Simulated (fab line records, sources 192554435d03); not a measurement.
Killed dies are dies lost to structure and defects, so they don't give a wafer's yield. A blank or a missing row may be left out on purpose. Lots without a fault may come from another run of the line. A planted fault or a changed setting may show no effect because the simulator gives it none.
Chamber matching | flow n5_finfet | N5_BEOL_M0_SAQP_MANDREL_ETCH_20 on rie_si-03: 4 sister chambers
The step etches a-Si in HBr/Cl2, stops on SiNx, target depth 60 nm, bt time 10 s, time 30 s. 16 wafers are shown with their chamber, then 8 later ones without.

WAFERS WITH THEIR CHAMBER
wafer  | chamber | throttle_valve_pct (%) | drypump_motor_current_A (A) | oes_product_au (a.u.)
L075.1 | 2       | 35.8                   | 6.2                         | 0.792
L075.4 | 1       | 35.0                   | 5.8                         | 0.759
L075.5 | 0       | 35.2                   | 5.0                         | 0.749
L076.1 | 2       | 35.8                   | 6.2                         | 0.789
L076.5 | 0       | 35.2                   | 5.0                         | 0.769
L076.6 | 3       | 35.5                   | 5.8                         | 0.771
L078.2 | 2       | 35.8                   | 6.2                         | 0.798
L078.5 | 1       | 34.9                   | 5.8                         | 0.759
L078.6 | 0       | 35.2                   | 5.0                         | 0.764
L081.1 | 1       | 35.0                   | 5.7                         | 0.750
L081.3 | 3       | 35.6                   | 5.9                         | 0.767
L081.6 | 3       | 35.6                   | 5.9                         | 0.775
L085.1 | 2       | 35.8                   | 6.2                         | 0.793
L085.2 | 0       | 35.2                   | 5.1                         | 0.767
L085.6 | 1       | 35.0                   | 5.8                         | 0.751
L088.1 | 2       | 35.8                   | 6.2                         | 0.794

SIGNATURES (means of the wafers above)
reading                 | chamber 0 | chamber 1 | chamber 2 | chamber 3 | scatter within a chamber
throttle_valve_pct      | 35.200    | 34.975    | 35.800    | 35.567    | 0.0344
drypump_motor_current_A | 5.025     | 5.775     | 6.200     | 5.867     | 0.0425
oes_product_au          | 0.76225   | 0.75475   | 0.79320   | 0.77100   | 0.00573
Rule: a wafer's distance from a chamber is the root of the sum, over the readings, of the square of ((its reading less the chamber's mean) divided by the reading's scatter). The wafer belongs to the nearest chamber; if the next one is less than 2 further off, it can't be placed. The scatter: the root of (the sum of the squares of (reading less its chamber's mean) over the shown wafers, divided by (wafers less chambers)).

WAFERS WITHOUT THEIR CHAMBER
wafer  | throttle_valve_pct (%) | drypump_motor_current_A (A) | oes_product_au (a.u.)
L088.2 | 35.2                   | 5.0                         | 0.763
L088.5 | 35.2                   | 5.0                         | 0.772
L091.3 | 35.8                   | 6.2                         | 0.794
L091.4 | 35.2                   | 5.0                         | 0.767
L091.5 | 34.9                   | 5.8                         | 0.778
L095.2 | 35.0                   | 5.8                         | 0.749
L095.5 | 35.8                   | 6.2                         | 0.791
L095.6 | 35.5                   | 5.9                         | 0.781

WHICH CHAMBER EACH WENT THROUGH
wafer  | from the rows above | in truth
L088.2 | 0                   | 0
L088.5 | 0                   | 0
L091.3 | 2                   | 2
L091.4 | 0                   | 0
L091.5 | 1                   | 1
L095.2 | 1                   | 1
L095.5 | 2                   | 2
L095.6 | 3                   | 3
Placed correctly: 8 of 8. Can't be placed from these rows: 0. Placed wrongly: 0.
